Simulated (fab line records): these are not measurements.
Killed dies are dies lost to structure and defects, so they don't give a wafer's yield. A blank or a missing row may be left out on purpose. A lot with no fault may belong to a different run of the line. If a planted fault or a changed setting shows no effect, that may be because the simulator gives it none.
fab line records | flow nand_harc
[record] lots = 12 | wafers = 36 | last_day = 33
route steps=1302 shown P_STI@73 THIN_TSV@1261 END@1302
lots untouched by any fault: they come from a run of this same line in which no faults occurred
start_h: hours from the record's first day to the start of the lot's first wafer shown | wait_h: hours since the lot's step before | " unchanged from the row above | L1.1+2: a row that stands for several wafers | - no value present, or no start provided | * or withheld: withheld | < > ~ a bound
route shown NAME@n: names a module that has steps shown in the file, with the first one's number in the route | usual: average and standard deviation across the fault-free wafers | same: alike in all rows | chamber/n: place in a boat | sites: each site's reading | _std_site: the values' standard deviation | _edge_site: the outer-site mean with the inner-site mean subtracted | radius_mm: how far each site lies from the wafer's centre | mask NAME#n: copy n | behind: the most recent tool/chamber to have shaped the wafer | hold: why the lot went on hold/how many hours it stayed there/how the hold came to an end | device: the transistor (n, p or np) that didn't switch | end of line: the same wafers' tests at the end of the route | a step given without rows: its recipe and nothing more | killed: dies lost to structure and defects at the first sort, not the wafer's yield | map: a wafer's dies, marking killed ones x, the rest . and places with no die _
set.NAME: the setting the step ran with; set.NAME@STEP: the setting that earlier step ran with | model.NAME: the simulator's own value behind a step, which no gauge read
a sample of lots followed through the steps of the route, with each step as a table and each wafer as a row
services: from which hour (start_h, from the record's first day; less than 0 if before it) a tool's chamber was out of use, for how many hours, and why
[[steps]]
[step NHARC_P_STI_HM_DEP_30]
[recipe] target_thk_a = 800 | temp_c = 790 | pressure_mtorr = 300 | time_s = 873 | material = Si3N4
[usual] susceptor_temp_C = 790.0/0.34
lot.wafer | tool     | chamber | start_h | wait_h | susceptor_temp_C
L220.1    | lpcvd-02 | 0       | 50.11   | 3.5    | 789.9
L220.2    | "        | 0       | "       | "      | 790.4
L220.5    | "        | 0       | "       | "      | 789.9
L221.2    | lpcvd-01 | 1       | 59.23   | 3.5    | 790.1
L221.5    | "        | 1       | "       | "      | 790.2
L221.6    | "        | 1       | "       | "      | 790.3
L222.1    | lpcvd-02 | 1       | 70.07   | 3.5    | 789.6
L222.4    | "        | 1       | "       | "      | 789.7
L222.5    | "        | 1       | "       | "      | 790.1
L224.4    | lpcvd-02 | 1       | 91.27   | 3.5    | 790.6
L224.5    | "        | 1       | "       | "      | 790.7
L224.6    | "        | 1       | "       | "      | 790.2
L228.1    | lpcvd-02 | 1       | 130.61  | 3.5    | 790.1
L228.3    | "        | 1       | "       | "      | 790.6
L228.6    | "        | 1       | "       | "      | 790.3
L229.1    | lpcvd-02 | 1       | 141.74  | 3.5    | 790.0
L229.2    | "        | 1       | "       | "      | 790.0
L229.5    | "        | 1       | "       | "      | 790.1
L230.2    | lpcvd-01 | 0       | 150.89  | 3.5    | 790.0
L230.3    | "        | 0       | "       | "      | 789.8
L230.6    | "        | 0       | "       | "      | 790.5
L231.1    | lpcvd-02 | 1       | 159.33  | 3.5    | 789.9
L231.4    | "        | 1       | "       | "      | 790.3
L231.6    | "        | 1       | "       | "      | 790.1
L232.3    | lpcvd-02 | 1       | 171.00  | 3.5    | 790.3
L232.4    | "        | 1       | "       | "      | 790.1
L232.6    | "        | 1       | "       | "      | 790.1
L233.4    | lpcvd-02 | 1       | 178.61  | 3.5    | 790.3
L233.5    | "        | 1       | "       | "      | 790.3
L233.6    | "        | 1       | "       | "      | 789.9
L238.1    | lpcvd-01 | 1       | 235.40  | 3.5    | 789.8
L238.4    | "        | 1       | "       | "      | 790.5
L238.5    | "        | 1       | "       | "      | 789.8
L241.1    | lpcvd-01 | 0       | 260.02  | 3.5    | 790.5
L241.2    | "        | 0       | "       | "      | 790.1
L241.5    | "        | 0       | "       | "      | 789.8
[step NHARC_THIN_TSV_DESCUM_14]
[recipe] time_s = 3 | o2_flow_sccm = 200 | ar_flow_sccm = 0 | bias_power_w = 0 | chemistry = O2
[usual] drypump_motor_current_A = 5.7/0.31 | oes_product_au = 0.999/0.0088 | rf_vpp_V = 57.8/0.93 | showerhead_plenum_p_Torr = 1.90/0.077 | throttle_valve_pct = 11.309/0.0079
[same] time_s = 3
lot.wafer | tool        | chamber | start_h | wait_h | drypump_motor_current_A | oes_product_au | rf_hours_counter_h | rf_vpp_V | showerhead_plenum_p_Torr | throttle_valve_pct
L220.2    | rie_diel-09 | 2       | 559.75  | -      | 6.0                     | 1.006          | 3.6                | 57.3     | 1.91                     | 11.321
L220.1    | "           | 1       | "       | "      | 5.6                     | 1.022          | 4.0                | 57.5     | 1.78                     | 11.318
L220.5    | "           | 2       | "       | "      | 6.0                     | 1.000          | -                  | 57.0     | 1.91                     | 11.312
L221.2    | rie_diel-11 | 0       | 560.83  | -      | 5.6                     | 0.997          | 5.3                | 58.7     | 1.88                     | 11.297
L221.6    | "           | 0       | "       | "      | 5.6                     | 1.004          | -                  | 56.1     | 1.88                     | 11.305
L221.5    | "           | 1       | "       | "      | 5.6                     | 0.992          | -                  | 58.3     | 2.02                     | 11.307
L222.4    | rie_diel-03 | 0       | 575.49  | -      | 5.2                     | 0.983          | 5.1                | 59.9     | 2.01                     | 11.306
L222.1    | "           | 2       | "       | "      | 6.3                     | 0.995          | 5.5                | 58.4     | 1.93                     | 11.292
L222.5    | "           | 3       | "       | "      | 5.3                     | 1.007          | -                  | 59.4     | 1.94                     | 11.309
L224.4    | rie_diel-09 | 2       | 610.39  | -      | 6.0                     | 0.987          | 6.7                | 57.7     | 1.91                     | 11.306
L224.5    | "           | 0       | "       | "      | 5.4                     | 1.002          | -                  | 60.2     | 1.95                     | 11.308
L224.6    | "           | 1       | "       | "      | 5.6                     | 1.003          | -                  | 57.5     | 1.78                     | 11.298
L228.3    | rie_diel-11 | 0       | 647.67  | -      | 5.6                     | 0.996          | 1.9                | 57.9     | 1.87                     | 11.304
L228.1    | "           | 2       | "       | "      | 5.3                     | 0.979          | 2.1                | 56.0     | 1.86                     | 11.306
L228.6    | "           | 3       | "       | "      | 6.0                     | 0.987          | -                  | 57.9     | 1.80                     | 11.311
L229.1    | rie_diel-11 | 3       | 652.40  | -      | 6.1                     | 0.992          | 2.5                | 56.8     | 1.80                     | 11.313
L229.2    | "           | 0       | "       | "      | 5.6                     | 0.998          | 2.4                | 57.7     | 1.87                     | 11.300
L229.5    | "           | 2       | "       | "      | 5.3                     | 0.990          | -                  | 58.2     | 1.86                     | 11.295
L230.3    | rie_diel-09 | 1       | 660.25  | -      | 5.6                     | 1.008          | 9.2                | 57.0     | 1.78                     | 11.308
L230.2    | "           | 2       | "       | "      | 6.0                     | 0.983          | 9.6                | 57.0     | 1.91                     | 11.312
L230.6    | "           | 2       | "       | "      | 6.1                     | 0.988          | -                  | 57.8     | 1.91                     | 11.294
L231.1    | rie_diel-11 | 1       | 663.51  | -      | 5.6                     | 1.001          | 3.4                | 58.9     | 2.02                     | 11.303
L231.4    | "           | 2       | "       | "      | 5.3                     | 0.987          | 3.4                | 58.2     | 1.86                     | 11.301
L231.6    | "           | 1       | "       | "      | 5.6                     | 1.009          | -                  | 58.1     | 2.02                     | 11.307
L238.1    | rie_diel-03 | 1       | 750.04  | -      | 6.0                     | 1.007          | 8.1                | 56.5     | 1.82                     | 11.312
L238.4    | "           | 0       | "       | "      | 5.2                     | 0.995          | 6.8                | 58.1     | 2.01                     | 11.305
L238.5    | "           | 2       | "       | "      | 6.3                     | 0.999          | -                  | 59.0     | 1.93                     | 11.320
L241.2    | rie_diel-11 | 2       | 777.72  | -      | 5.3                     | 1.008          | 7.8                | 58.5     | 1.86                     | 11.313
L241.1    | "           | 3       | "       | "      | 6.0                     | 0.988          | 9.1                | 55.7     | 1.80                     | 11.317
L241.5    | "           | 3       | "       | "      | 6.0                     | 0.985          | -                  | 57.3     | 1.80                     | 11.318
[step NHARC_THIN_TSV_DESCUM_35]
[recipe] time_s = 3 | o2_flow_sccm = 200 | ar_flow_sccm = 0 | bias_power_w = 0 | chemistry = O2
[usual] drypump_motor_current_A = 5.7/0.32 | oes_product_au = 0.999/0.0075 | rf_vpp_V = 57.7/0.83 | showerhead_plenum_p_Torr = 1.90/0.077 | throttle_valve_pct = 11.310/0.0086
[same] time_s = 3
lot.wafer | tool        | chamber | start_h | wait_h | drypump_motor_current_A | oes_product_au | rf_hours_counter_h | rf_vpp_V | showerhead_plenum_p_Torr | throttle_valve_pct
L220.1    | rie_diel-09 | 2       | 566.46  | -      | 6.0                     | 0.992          | 4                  | 57.0     | 1.91                     | 11.297
L220.2    | "           | 3       | "       | "      | 5.9                     | 1.001          | 4                  | 59.7     | 1.98                     | 11.304
L220.5    | "           | 3       | "       | "      | 5.9                     | 1.001          | -                  | 58.3     | 1.98                     | 11.312
L221.2    | rie_diel-11 | 1       | 567.02  | -      | 5.6                     | 1.008          | 6                  | 58.7     | 2.02                     | 11.309
L221.6    | "           | 2       | "       | "      | 5.3                     | 1.000          | -                  | 58.0     | 1.86                     | 11.310
L221.5    | "           | 3       | "       | "      | 6.0                     | 0.987          | -                  | 57.8     | 1.80                     | 11.310
L222.4    | rie_diel-09 | 0       | 581.33  | -      | 5.4                     | 1.012          | 4                  | 58.2     | 1.95                     | 11.311
L222.1    | "           | 1       | "       | "      | 5.5                     | 0.997          | 4                  | 58.3     | 1.78                     | 11.309
L222.5    | "           | 3       | "       | "      | 5.9                     | 0.992          | -                  | 56.8     | 1.98                     | 11.318
L224.4    | rie_diel-09 | 1       | 616.33  | -      | 5.6                     | 0.998          | 7                  | 58.0     | 1.78                     | 11.312
L224.6    | "           | 2       | "       | "      | 6.0                     | 0.990          | -                  | 56.1     | 1.91                     | 11.293
L224.5    | "           | 3       | "       | "      | 5.9                     | 1.000          | -                  | 58.5     | 1.98                     | 11.309
L228.1    | rie_diel-09 | 1       | 653.45  | -      | 5.6                     | 1.006          | 9                  | 57.8     | 1.78                     | 11.322
L228.3    | "           | 2       | "       | "      | 6.0                     | 1.001          | 9                  | 58.5     | 1.91                     | 11.313
L228.6    | "           | 1       | "       | "      | 5.6                     | 1.003          | -                  | 56.3     | 1.78                     | 11.290
L229.2    | rie_diel-09 | 2       | 658.18  | -      | 6.0                     | 0.989          | 10                 | 57.2     | 1.91                     | 11.309
L229.1    | "           | 3       | "       | "      | 5.9                     | 1.005          | 10                 | 57.3     | 1.98                     | 11.317
L229.5    | "           | 2       | "       | "      | 6.0                     | 0.990          | -                  | 59.1     | 1.91                     | 11.300
L230.2    | rie_diel-09 | 2       | 666.06  | -      | 6.0                     | 1.004          | 11                 | 57.0     | 1.91                     | 11.305
L230.3    | "           | 0       | "       | "      | 5.4                     | 1.006          | 10                 | 58.2     | 1.95                     | 11.301
L230.6    | "           | 1       | "       | "      | 5.5                     | 1.005          | -                  | 58.2     | 1.78                     | 11.304
L231.1    | rie_diel-09 | 1       | 669.44  | -      | 5.6                     | 0.997          | 10                 | 56.1     | 1.78                     | 11.302
L231.4    | "           | 0       | "       | "      | 5.4                     | 1.002          | 10                 | 57.7     | 1.95                     | 11.318
L231.6    | "           | 1       | "       | "      | 5.6                     | 1.001          | -                  | 57.2     | 1.78                     | 11.321
L238.1    | rie_diel-03 | 0       | 755.99  | -      | 5.2                     | 0.992          | 7                  | 57.4     | 2.01                     | 11.306
L238.4    | "           | 1       | "       | "      | 6.0                     | 1.004          | 9                  | 57.3     | 1.82                     | 11.327
L238.5    | "           | 1       | "       | "      | 6.0                     | 1.003          | -                  | 56.9     | 1.82                     | 11.323
L241.1    | rie_diel-03 | 0       | 783.50  | -      | 5.2                     | 0.989          | 8                  | 57.2     | 2.01                     | 11.298
L241.2    | "           | 2       | "       | "      | 6.3                     | 0.998          | 8                  | 58.2     | 1.93                     | 11.323
L241.5    | "           | 0       | "       | "      | 5.2                     | 0.987          | -                  | 58.7     | 2.01                     | 11.306
[step NHARC_THIN_TSV_ETCH_59]
[recipe] target_depth_a = 8800 | icp_w = 900 | bias_w = 100 | Cl2_flow_sccm = 60 | bcl3_flow_sccm = 30 | time_s = 138.1 | chemistry = Cl2/BCl3
[usual] bcl3_flow_sccm = 29.99/0.094 | drypump_motor_current_A = 5.7/0.56 | oes_product_au = 0.999/0.0093 | rf_fwd_power_W = 895.7/2.7 | throttle_valve_pct = 22.263/0.008
[same] time_s = 138.1
lot.wafer | tool         | chamber | start_h | wait_h | bcl3_flow_sccm | drypump_motor_current_A | oes_product_au | rf_fwd_power_W | rf_hours_counter_h | throttle_valve_pct
L220.2    | rie_metal-02 | 0       | 566.61  | 0.1    | 29.90          | 6.3                     | 0.996          | 896.7          | 1.3                | 22.285
L220.1    | "            | 1       | "       | "      | 29.92          | 5.1                     | 1.003          | 894.7          | 1.3                | 22.250
L220.5    | "            | 1       | "       | "      | 30.16          | 5.1                     | 1.004          | 894.7          | -                  | 22.271
L221.2    | rie_metal-03 | 1       | 567.14  | 0.1    | 29.86          | 4.9                     | 0.997          | 896.4          | 0.8                | 22.246
L221.5    | "            | 0       | "       | "      | 29.91          | 5.7                     | 0.995          | 893.9          | -                  | 22.269
L221.6    | "            | 1       | "       | "      | 30.06          | 5.0                     | 0.997          | 892.2          | -                  | 22.257
L222.1    | rie_metal-03 | 1       | 581.47  | 0.1    | 30.15          | 5.0                     | 0.984          | 897.6          | 1.5                | 22.266
L222.4    | "            | 1       | "       | "      | 30.04          | 5.0                     | 0.995          | 897.0          | -                  | 22.247
L222.5    | "            | 0       | "       | "      | 30.12          | 5.7                     | 1.001          | 899.5          | -                  | 22.269
L224.4    | rie_metal-01 | 1       | 616.52  | 0.2    | 29.86          | 6.0                     | 1.016          | 897.0          | -                  | 22.275
L224.6    | "            | 0       | "       | "      | 29.99          | 6.4                     | 1.007          | 899.3          | -                  | 22.263
L224.5    | "            | 1       | "       | "      | 29.99          | 6.0                     | 1.014          | 898.6          | -                  | 22.262
L228.1    | rie_metal-02 | 1       | 653.57  | 0.1    | 30.03          | 5.1                     | 0.985          | 897.3          | 0.0                | 22.270
L228.3    | "            | 1       | "       | "      | 30.06          | 5.1                     | 0.989          | 895.5          | -                  | 22.255
L228.6    | "            | 0       | "       | "      | 29.89          | 6.3                     | 1.000          | 896.3          | -                  | 22.274
L229.2    | rie_metal-02 | 0       | 658.31  | 0.1    | 29.76          | 6.3                     | 1.002          | 898.0          | 0.2                | 22.268
L229.1    | "            | 1       | "       | "      | 29.93          | 5.1                     | 0.988          | 895.4          | 0.2                | 22.262
L229.5    | "            | 0       | "       | "      | 29.96          | 6.3                     | 1.003          | 899.9          | -                  | 22.273
L230.2    | rie_metal-01 | 1       | 666.18  | 0.1    | 30.02          | 6.1                     | 1.010          | 890.2          | 0.9                | 22.250
L230.3    | "            | 0       | "       | "      | 30.05          | 6.4                     | 0.993          | 895.2          | -                  | 22.271
L230.6    | "            | 0       | "       | "      | 30.02          | 6.4                     | 0.995          | 896.4          | -                  | 22.263
L231.1    | rie_metal-02 | 1       | 669.60  | 0.2    | 29.99          | 5.1                     | 0.991          | 897.1          | 0.5                | 22.263
L231.4    | "            | 0       | "       | "      | 29.93          | 6.3                     | 1.003          | 895.8          | -                  | 22.260
L231.6    | "            | 0       | "       | "      | 29.78          | 6.3                     | 1.013          | 893.7          | -                  | 22.279
L238.1    | rie_metal-02 | 1       | 756.12  | 0.1    | 30.03          | 5.1                     | 0.993          | 897.1          | 2.4                | 22.267
L238.4    | "            | 0       | "       | "      | 29.98          | 6.3                     | 0.991          | 898.3          | -                  | 22.271
L238.5    | "            | 0       | "       | "      | 30.09          | 6.3                     | 0.999          | 898.5          | -                  | 22.266
L241.2    | rie_metal-03 | 0       | 783.62  | 0.1    | 29.89          | 5.7                     | 1.000          | 895.4          | 1.2                | 22.271
L241.1    | "            | 1       | "       | "      | 30.16          | 5.0                     | 1.007          | 895.0          | 1.2                | 22.263
L241.5    | "            | 0       | "       | "      | 29.95          | 5.7                     | 1.005          | 897.7          | -                  | 22.259
[step NHARC_END_SORT_01]
[recipe] temp_c = 25
[usual] killed_at_array = 57/20 | killed_at_other = 1.0/1.5 | killed_at_periphery = 3.5/2.5 | killed_dies = 62/21 | killed_open = 3.5/1.9 | killed_short = 2.4/1.6
[same] gross_dies = 677
lot.wafer | tool      | chamber | start_h | wait_h | killed_at_array | killed_at_other | killed_at_periphery | killed_dies | killed_open | killed_short
L232.3    | prober-01 | 0       | 694.13  | 3.1    | 70              | 8               | 599                 | 677         | 4           | 2
L232.4    | prober-01 | 0       | 694.93  | 3.4    | 68              | 1               | 608                 | 677         | 1           | 0
L232.6    | prober-01 | 0       | 696.55  | 4.0    | 48              | 3               | 626                 | 677         | 3           | 1
L233.4    | prober-02 | 0       | 706.22  | 3.4    | 59              | 1               | 617                 | 677         | 3           | 1
L233.5    | prober-02 | 0       | 707.03  | 3.7    | 71              | 1               | 605                 | 677         | 5           | 3
L233.6    | prober-02 | 0       | 707.83  | 4.0    | 74              | 0               | 603                 | 677         | 8           | 0
// killed by level:class
L232.3 P_STI:area_dep=590 A_SLIT:chamber_film_flake=31 A_CHANNEL_HOLE_D2:chamber_film_flake=23 A_CONTACT:chamber_film_flake=7 THIN_TSV:chamber_film_flake=7 P_GATE:chamber_film_flake=4 A_CHANNEL_HOLE_D1:chamber_film_flake=4 P_M1:chamber_film_flake=3
L232.4 P_STI:area_dep=606 A_SLIT:chamber_film_flake=26 A_CHANNEL_HOLE_D2:chamber_film_flake=24 A_CHANNEL_HOLE_D1:chamber_film_flake=11 A_STAIRCASE:chamber_film_flake=3 A_CONTACT:chamber_film_flake=2 A_M1:geometric_particle:open=1 P_GATE:chamber_film_flake=1
L232.6 P_STI:area_dep=625 A_SLIT:chamber_film_flake=28 A_CHANNEL_HOLE_D2:chamber_film_flake=8 A_CHANNEL_HOLE_D1:chamber_film_flake=4 A_CONTACT:chamber_film_flake=2 THIN_TSV:chamber_film_flake=2 A_DECK1_JOINT:geometric_particle:short=1 A_CHANNEL_FILL_D2:geometric_particle:open=1
L233.4 P_STI:area_dep=614 A_SLIT:chamber_film_flake=25 A_CHANNEL_HOLE_D2:chamber_film_flake=12 A_CHANNEL_HOLE_D1:chamber_film_flake=9 A_CONTACT:chamber_film_flake=6 A_STAIRCASE:chamber_film_flake=3 P_M0:geometric_particle:open=1 A_SGD_CUT:geometric_particle:open=1
L233.5 P_STI:area_dep=601 A_SLIT:chamber_film_flake=27 A_CHANNEL_HOLE_D2:chamber_film_flake=14 A_CHANNEL_HOLE_D1:chamber_film_flake=11 A_CONTACT:chamber_film_flake=6 A_STAIRCASE:chamber_film_flake=3 A_BONDPAD:chamber_film_flake=3 P_STI:geometric_particle:open=2
L233.6 P_STI:area_dep=602 A_SLIT:chamber_film_flake=28 A_CHANNEL_HOLE_D2:chamber_film_flake=15 A_CONTACT:chamber_film_flake=8 A_CHANNEL_HOLE_D1:chamber_film_flake=7 A_STAIRCASE:chamber_film_flake=3 A_CONTACT:geometric_particle:open=2 A_DECK1_JOINT:chamber_film_flake=2
[[services]]
tool        | chamber | start_h | hours | kind
rie_diel-11 | -       | 80.47   | 9.0   | pm
rie_diel-09 | -       | 84.08   | 0.4   | repair
rie_diel-09 | 0       | 89.14   | 13.9  | repair
rie_diel-11 | -       | 111.17  | 0.2   | repair
rie_diel-09 | 3       | 134.55  | 3.3   | repair
rie_diel-09 | -       | 143.10  | 9.0   | pm
rie_diel-11 | -       | 257.47  | 9.0   | pm
rie_diel-11 | 1       | 305.50  | 6.5   | repair
rie_diel-09 | -       | 320.10  | 9.0   | pm
rie_diel-11 | 1       | 323.53  | 1.5   | repair
lpcvd-02    | -       | 388.14  | 26.0  | pm
rie_diel-11 | 0       | 391.62  | 6.0   | repair
rie_diel-09 | 0       | 410.24  | 2.1   | repair
rie_diel-09 | 1       | 478.09  | 3.2   | repair
rie_diel-09 | 1       | 486.79  | 13.0  | repair
rie_diel-09 | -       | 497.10  | 9.0   | pm
rie_diel-09 | 0       | 531.50  | 7.6   | repair
rie_diel-09 | 0       | 563.49  | 4.2   | repair
rie_diel-09 | 1       | 570.60  | 3.9   | repair
lpcvd-02    | -       | 575.23  | 1.6   | repair
rie_diel-09 | 0       | 670.10  | 10.7  | repair
lpcvd-02    | -       | 670.76  | 0.8   | repair
rie_diel-09 | -       | 674.10  | 9.0   | pm
rie_diel-09 | 1       | 701.65  | 26.0  | repair
[[key]]
[first_sign] step = NHARC_END_SORT_01 | reading = killed_at_periphery | direction = up | sigmas = 99+ | usual = 3.5 | struck = 609.7
[effect] step = NHARC_END_SORT_01 | reading = killed_dies | direction = up | sigmas = 29 | usual = 62 | struck = 677
[more_kills_born_at] NHARC_P_STI_HM_DEP_30@lpcvd-02 = 3638
met_at NHARC_P_STI_HM_DEP_30
struck_lots L232,L233
later_rows_left_out L232.3,L232.4,L232.6,L233.4,L233.5,L233.6
tester_left_out L232,L233
not_acting_at NHARC_THIN_TSV_DESCUM_14,NHARC_THIN_TSV_DESCUM_35,NHARC_THIN_TSV_ETCH_59
onset_between 159.33 171.00
[fault] kind = process_parameter_drift | tool = lpcvd-02 | chamber = - | onset_h = 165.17 | steps = NHARC_P_STI_HM_DEP_30 | channel = target_thk_a | offset = * | shape = step | end_h = 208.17 | acts_in = * | stated = *
// tester_left_out: of these lots the tester's yield and bins aren't shown, on N5 and GAA mostly nor the transistor test; their killed dies are dies lost to structure and defects alone, not to doping, threshold or leakage, so they don't give the yield
// later_rows_left_out: the simulator's readings of these wafers behind a module that went badly wrong aren't trusted and aren't shown, but for the sort
